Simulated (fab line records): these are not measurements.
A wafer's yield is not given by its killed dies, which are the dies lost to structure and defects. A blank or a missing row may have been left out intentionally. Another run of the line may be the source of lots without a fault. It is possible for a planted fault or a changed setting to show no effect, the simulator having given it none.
Which tool did it? | flow n5 finfet | Sampling: 24 lots, 72 wafers, 5 of 1938 route steps

WHAT EACH GAUGE READ, for each wafer
N5_WELL_APT_INSPECT_38: inspects for defects (darkfield).
lot  | measured    | on                | raw defect count
L074 | day 1 16:39 | defect inspect-01 | 10 10 20
L075 | day 1 23:56 | defect inspect-01 | 36 18 12
L076 | day 2 05:04 | defect inspect-02 | 23 16 12
L077 | day 2 10:46 | defect inspect-01 | 14 9 16
L078 | day 2 16:56 | defect inspect-02 | 20 16 19
L079 | day 3 02:10 | defect inspect-02 | 16 9 16
L080 | day 3 06:33 | defect inspect-01 | 8 13 14
L081 | day 3 12:17 | defect inspect-02 | 8 14 12
L082 | day 3 18:36 | defect inspect-01 | 16 11 18
L083 | day 3 22:57 | defect inspect-01 | 13 21 14
L084 | day 4 04:51 | defect inspect-02 | 17 7 23
L085 | day 4 10:44 | defect inspect-02 | 21 9 8
L086 | day 4 16:28 | defect inspect-01 | 7 8 8
L087 | day 5 00:26 | defect inspect-02 | 12 8 10
L088 | day 5 05:22 | defect inspect-02 | 13 14 15
L089 | day 5 10:40 | defect inspect-01 | 7 23 11
L090 | day 5 16:42 | defect inspect-01 | 10 8 17
L091 | day 5 23:12 | defect inspect-01 | 7 12 9
L092 | day 6 05:26 | defect inspect-01 | 7 12 22
L093 | day 6 10:46 | defect inspect-01 | 28 17 13
L094 | day 6 16:55 | defect inspect-02 | 5 14 13
L095 | day 6 22:33 | defect inspect-01 | 14 11 12
L096 | day 7 05:53 | defect inspect-01 | 14 8 16
L097 | day 7 10:48 | defect inspect-01 | 28 18 34

N5_FIN_SAQP_THK_MEAS_05.
lot  | measured    | on            | thk nm (nm)
L074 | day 1 20:59 | film metro-02 | 37.9 38.1 39.7
L075 | day 2 04:15 | film metro-01 | 38.1 38.6 37.5
L076 | day 2 08:53 | film metro-01 | 37.4 37.8 37.2
L077 | day 2 15:47 | film metro-01 | 38.8 38.5 38.4
L078 | day 2 20:52 | film metro-01 | 38.3 38.3 39.5
L079 | day 3 06:04 | film metro-02 | 38.5 38.6 38.4
L080 | day 3 10:31 | film metro-02 | 37.6 38.8 38.3
L081 | day 3 16:12 | film metro-02 | 38.7 37.5 38.5
L082 | day 3 22:41 | film metro-02 | 38.3 37.3 37.9
L083 | day 4 04:13 | film metro-02 | 37.7 38.6 38.6
L084 | day 4 09:02 | film metro-01 | 38.2 38.2 38.3
L085 | day 4 14:52 | film metro-02 | 37.7 39.2 39.1
L086 | day 4 22:03 | film metro-01 | 37.6 39.4 39.0
L087 | day 5 04:58 | film metro-01 | 38.5 38.4 39.3
L088 | day 5 09:20 | film metro-02 | 37.6 38.5 39.0
L089 | day 5 14:37 | film metro-01 | 38.0 38.3 39.0
L090 | day 5 21:07 | film metro-01 | 38.2 39.8 39.0
L091 | day 6 03:18 | film metro-01 | 37.9 37.4 38.5
L092 | day 6 09:20 | film metro-01 | 38.6 39.1 38.3
L093 | day 6 15:05 | film metro-02 | 38.4 38.6 38.7
L094 | day 6 20:52 | film metro-01 | 36.4 37.2 37.3
L095 | day 7 02:49 | film metro-01 | 37.1 37.7 38.7
L096 | day 7 09:52 | film metro-02 | 37.1 37.7 38.1
L097 | day 7 14:59 | film metro-01 | 37.2 37.2 38.6

N5_FIN_CUT_OVL_MEAS_09.
lot  | measured    | on         | FIN_CUT_OVL (nm)
L074 | day 2 03:58 | overlay-01 | -0.7 0.7 -0.8
L075 | day 2 09:43 | overlay-02 | -0.6 -1.1 0.1
L076 | day 2 14:30 | overlay-02 | -0.1 -0.9 -0.3
L077 | day 2 22:55 | overlay-01 | -0.4 -0.5 -0.3
L078 | day 3 04:24 | overlay-02 | 0.0 -0.1 0.1
L079 | day 3 13:35 | overlay-02 | -0.5 -0.7 0.6
L080 | day 3 17:46 | overlay-02 | -0.5 -0.5 -0.8
L081 | day 3 22:20 | overlay-02 | -0.2 -0.3 -0.8
L082 | day 4 04:46 | overlay-02 | 0.6 -0.1 -0.2
L083 | day 4 09:50 | overlay-02 | -0.5 -0.1 0.3
L084 | day 4 14:34 | overlay-01 | -0.4 -0.7 -0.3
L085 | day 4 23:09 | overlay-02 | -0.1 -0.4 -0.5
L086 | day 5 04:05 | overlay-02 | -0.5 0.4 -0.7
L087 | day 5 10:41 | overlay-01 | 0.4 0.2 0.2
L088 | day 5 15:32 | overlay-02 | 0.4 -0.1 0.1
L089 | day 5 20:04 | overlay-02 | -0.8 -0.1 -0.2
L090 | day 6 03:04 | overlay-01 | 0.1 -0.1 0.3
L091 | day 6 08:44 | overlay-02 | 0.4 0.0 0.5
L092 | day 6 15:58 | overlay-02 | -0.8 -0.5 -1.3
L093 | day 6 21:01 | overlay-01 | -1.1 -1.3 -0.6
L094 | day 7 02:32 | overlay-01 | 0.0 0.4 0.9
L095 | day 7 08:14 | overlay-02 | -0.4 0.1 -1.1
L096 | day 7 15:40 | overlay-01 | -0.6 -1.0 -0.8
L097 | day 7 20:57 | overlay-02 | -0.7 -0.2 -0.1

WHAT TOOL EACH LOT RAN ON (gives the tool, then ch and the chambers of the sampled wafers, and finally the start)
lot  | N5_FIN_SAQP_HM_CD_35   | N5_FIN_SAQP_ETCH_64
L074 | cd sem-01, day 2 03:19 | rie si-06 ch 0,1,2, day 2 03:22
L075 | cd sem-03, day 2 09:04 | rie si-06 ch 0,2,3, day 2 09:07
L076 | cd sem-03, day 2 13:43 | rie si-03 ch 1,2,3, day 2 13:45
L077 | cd sem-02, day 2 22:08 | rie si-03 ch 1,3, day 2 22:11
L078 | cd sem-01, day 3 03:37 | rie si-03 ch 1,2,3, day 3 03:40
L079 | cd sem-01, day 3 12:48 | rie si-06 ch 0,1,3, day 3 12:50
L080 | cd sem-01, day 3 16:59 | rie si-06 ch 0,1,3, day 3 17:01
L081 | cd sem-02, day 3 21:34 | rie si-04 ch 2,3, day 3 21:37
L082 | cd sem-03, day 4 04:07 | rie si-06 ch 0,1, day 4 04:10
L083 | cd sem-01, day 4 09:11 | rie si-03 ch 0,2,3, day 4 09:14
L084 | cd sem-01, day 4 13:46 | rie si-03 ch 0,2,3, day 4 13:49
L085 | cd sem-02, day 4 22:29 | rie si-03 ch 1,2, day 4 22:32
L086 | cd sem-03, day 5 03:19 | rie si-03 ch 0,2,3, day 5 03:22
L087 | cd sem-02, day 5 09:55 | rie si-04 ch 1,2,3, day 5 09:58
L088 | cd sem-03, day 5 14:52 | rie si-06 ch 0,2,3, day 5 14:55
L089 | cd sem-03, day 5 19:25 | rie si-03 ch 1,2, day 5 19:27
L090 | cd sem-01, day 6 02:17 | rie si-03 ch 1,2,3, day 6 02:19
L091 | cd sem-02, day 6 07:57 | rie si-06 ch 1,2,3, day 6 08:00
L092 | cd sem-01, day 6 15:11 | rie si-03 ch 0,1, day 6 15:14
L093 | cd sem-03, day 6 20:14 | rie si-04 ch 0,3, day 6 20:17
L094 | cd sem-01, day 7 01:45 | rie si-04 ch 0,2,3, day 7 01:48
L095 | cd sem-02, day 7 07:35 | rie si-04 ch 0,1,2, day 7 07:38
L096 | cd sem-02, day 7 14:59 | rie si-04 ch 0,1,2, day 7 15:02
L097 | cd sem-03, day 7 20:11 | rie si-04 ch 2,3, day 7 20:13
- N5_FIN_SAQP_HM_CD_35: target cd 8 nm.
- N5_FIN_SAQP_ETCH_64: etches SiO2 in CF4, target depth 1.5 nm.

AS READ BY THE TOOLS THEMSELVES (means over the sampled wafers that have a number; for cases with no such wafer, the mark the record gives instead)
N5_FIN_SAQP_HM_CD_35.
lot  | tool      | cd nm (nm)
L074 | cd sem-01 | 8.04
L075 | cd sem-03 | 8.16
L076 | cd sem-03 | 8.11
L077 | cd sem-02 | 8.30
L078 | cd sem-01 | 7.99
L079 | cd sem-01 | 7.97
L080 | cd sem-01 | 8.22
L081 | cd sem-02 | 8.19
L082 | cd sem-03 | 8.15
L083 | cd sem-01 | 8.08
L084 | cd sem-01 | 8.26
L085 | cd sem-02 | 7.94
L086 | cd sem-03 | 7.88
L087 | cd sem-02 | 8.12
L088 | cd sem-03 | 8.21
L089 | cd sem-03 | 7.59
L090 | cd sem-01 | 8.40
L091 | cd sem-02 | 8.25
L092 | cd sem-01 | 8.14
L093 | cd sem-03 | 8.55
L094 | cd sem-01 | 8.12
L095 | cd sem-02 | 8.04
L096 | cd sem-02 | 8.25
L097 | cd sem-03 | 8.45

N5_FIN_SAQP_ETCH_64.
lot  | tool      | drypump motor current A (A) | oes product au (a.u.) | throttle valve pct (%)
L074 | rie si-06 | 5.9                         | 0.975                 | 21.7
L075 | rie si-06 | 5.9                         | 0.990                 | 21.6
L076 | rie si-03 | 5.9                         | 0.993                 | 21.8
L077 | rie si-03 | 5.9                         | 0.987                 | 21.6
L078 | rie si-03 | 5.9                         | 0.994                 | 21.8
L079 | rie si-06 | 5.9                         | 0.973                 | 21.4
L080 | rie si-06 | 5.9                         | 0.980                 | 21.4
L081 | rie si-04 | 6.0                         | 1.021                 | 21.5
L082 | rie si-06 | 5.8                         | 0.978                 | 21.7
L083 | rie si-03 | 5.4                         | 0.983                 | 22.0
L084 | rie si-03 | 5.4                         | 0.980                 | 22.0
L085 | rie si-03 | 6.2                         | 0.985                 | 21.8
L086 | rie si-03 | 5.4                         | 0.980                 | 22.0
L087 | rie si-04 | 5.7                         | 1.017                 | 21.6
L088 | rie si-06 | 5.8                         | 0.999                 | 21.6
L089 | rie si-03 | 6.1                         | 0.987                 | 21.8
L090 | rie si-03 | 5.8                         | 0.991                 | 21.8
L091 | rie si-06 | 6.0                         | 0.978                 | 21.4
L092 | rie si-03 | 6.0                         | 0.958                 | 21.9
L093 | rie si-04 | 6.0                         | 1.008                 | 21.6
L094 | rie si-04 | 6.1                         | 1.014                 | 21.6
L095 | rie si-04 | 5.9                         | 1.016                 | 21.7
L096 | rie si-04 | 5.9                         | 1.014                 | 21.6
L097 | rie si-04 | 5.9                         | 1.021                 | 21.5

THE ANSWER, worked out from the rows above alone
Rule: the lots themselves supply what counts as usual. Put in order of their means at a reading, lots are off if they are a third of the lots or fewer, leave a main group of 4 or more, and stand apart from it by a gap of 3 or more times the standard deviation of the main group's means; of several such gaps the widest counts. A main group is skipped when, at the precision printed for the reading in the tables above, its means are all equal. Also off: a lot with no number at a reading for which 4 or more lots have one. All remaining lots with rows at the step are treated as sound. First the gauges in route order, then the tools' own readings, where a lot's mean is used as printed above. The first step at which some lot is off is used, and at that step the reading that is off furthest; a lot without a number counts as furthest.
No lot is off at any reading shown: from this, nothing can be told.

WHAT HAD BEEN PUT IN BY THE SIMULATOR
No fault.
